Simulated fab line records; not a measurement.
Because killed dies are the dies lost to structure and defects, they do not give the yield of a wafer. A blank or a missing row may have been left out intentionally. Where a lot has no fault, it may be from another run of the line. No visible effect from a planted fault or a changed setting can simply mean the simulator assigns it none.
Lot-split experiment | flow n5Finfet | 7 lots, 21 wafers read, on a route of 1938 steps

ON THE SPLIT
At N5_BEOL_M15_COAT_04 (resist thk 800 nm), the setting spinRpm was moved away from the recipe's 1704 rpm on 8 of the 21 wafers read, by -5.2% to +10.9%. The other wafers ran this setting at the recipe's value.

Reading taken at the split's own step.

THE READING
coat_of_BEOL_M15_COAT_04.thkNm (the simulator's own value, which no gauge read), in nm, at N5_BEOL_M15_COAT_04 (resist thk 800 nm). No usual value for it is given in the file. Average 799.7 nm, standard deviation 1.8 nm, over the 13 wafers here run with the recipe.

wafer  | tool, chamber at the split | spinRpm as run, rpm | against the recipe | coat_of_BEOL_M15_COAT_04.thkNm, nm | against lot-mates on the recipe
L075.1 | lithoTrack-02, 0           | 1704                | recipe             | 802.6                              | -
L075.4 | lithoTrack-02, 0           | 1851                | +8.6%              | 770                                | -32.7
L075.5 | lithoTrack-02, 0           | 1704                | recipe             | 802.8                              | -
L078.1 | lithoTrack-03, 0           | 1704                | recipe             | 799.8                              | -
L078.2 | lithoTrack-03, 0           | 1704                | recipe             | 799.6                              | -
L078.4 | lithoTrack-03, 0           | 1704                | recipe             | 799.4                              | -
L084.2 | lithoTrack-04, 0           | 1704                | recipe             | 801                                | -
L084.3 | lithoTrack-04, 0           | 1890                | +10.9%             | 760.2                              | -40.8
L084.5 | lithoTrack-04, 0           | 1890                | +10.9%             | 763.6                              | -37.4
L085.2 | lithoTrack-02, 0           | 1797                | +5.5%              | 778                                | -23.0
L085.4 | lithoTrack-02, 0           | 1704                | recipe             | 800.8                              | -
L085.6 | lithoTrack-02, 0           | 1704                | recipe             | 801.2                              | -
L089.1 | lithoTrack-02, 0           | 1704                | recipe             | 796.4                              | -
L089.4 | lithoTrack-02, 0           | 1704                | recipe             | 797.4                              | -
L089.5 | lithoTrack-02, 0           | 1632                | -4.2%              | 816                                | +19.1
L096.1 | lithoTrack-03, 0           | 1704                | recipe             | 798.8                              | -
L096.2 | lithoTrack-03, 0           | 1615                | -5.2%              | 821.4                              | +22.6
L096.3 | lithoTrack-03, 0           | 1615                | -5.2%              | 822.2                              | +23.4
L097.2 | lithoTrack-04, 0           | 1839                | +7.9%              | 770.4                              | -27.9
L097.4 | lithoTrack-04, 0           | 1704                | recipe             | 798.6                              | -
L097.6 | lithoTrack-04, 0           | 1704                | recipe             | 798                                | -

THE FIT
A straight line over all 21 wafers: coat_of_BEOL_M15_COAT_04.thkNm changes by -3.66 nm for each +1% of spinRpm; r = -0.99; the points scatter about the line by 2 nm.
The same after taking each lot's own level away (the mean of its wafers on the recipe; 21 wafers): -3.82 nm for each +1%; r = -1.00; scatter 1.6 nm.
That fit puts the effect of the largest move of spinRpm on the reading at 42 nm.
From 796.90 to 802.70 nm: that is the span of the lots' own levels, equal to 3.1 times the standard deviation above.
Hence the lot-to-lot level has little effect on the slope; both slopes agree.
Check: for one of the wafers moved furthest among these (+10.9%), held out of the fit, the line's prediction against its lot-mates is -41 nm. Against them it came out at -40.8 nm.

THESE WAFERS: OTHER SPLITS
Before the reading, these wafers also passed through other splits. Each is held against what the fit with the lots' levels taken away leaves over:
other split on the same wafers | wafers away from the commonest value | r with coat_of_BEOL_M15_COAT_04.thkNm (lot level and that fit taken away)
N5_BEOL_M10_COAT_05 spinRpm    | 7                                    | +0.23
N5_BEOL_M10_COAT_22 spinRpm    | 7                                    | -0.02
N5_BEOL_M10_EXPOSE_25 doseMj   | 5                                    | +0.09
N5_BEOL_M11_COAT_22 spinRpm    | 7                                    | -0.11
N5_BEOL_M12_COAT_04 spinRpm    | 8                                    | -0.02
N5_BEOL_M12_DESCUM_15 timeS    | 4                                    | +0.18
N5_BEOL_M15_ILD_DEP_00 tempC   | 9                                    | -0.01

FILE'S OWN FIT
coat_of_BEOL_M15_COAT_04.thkNm changes by -3.79 nm for each +1% of spinRpm, r = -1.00.
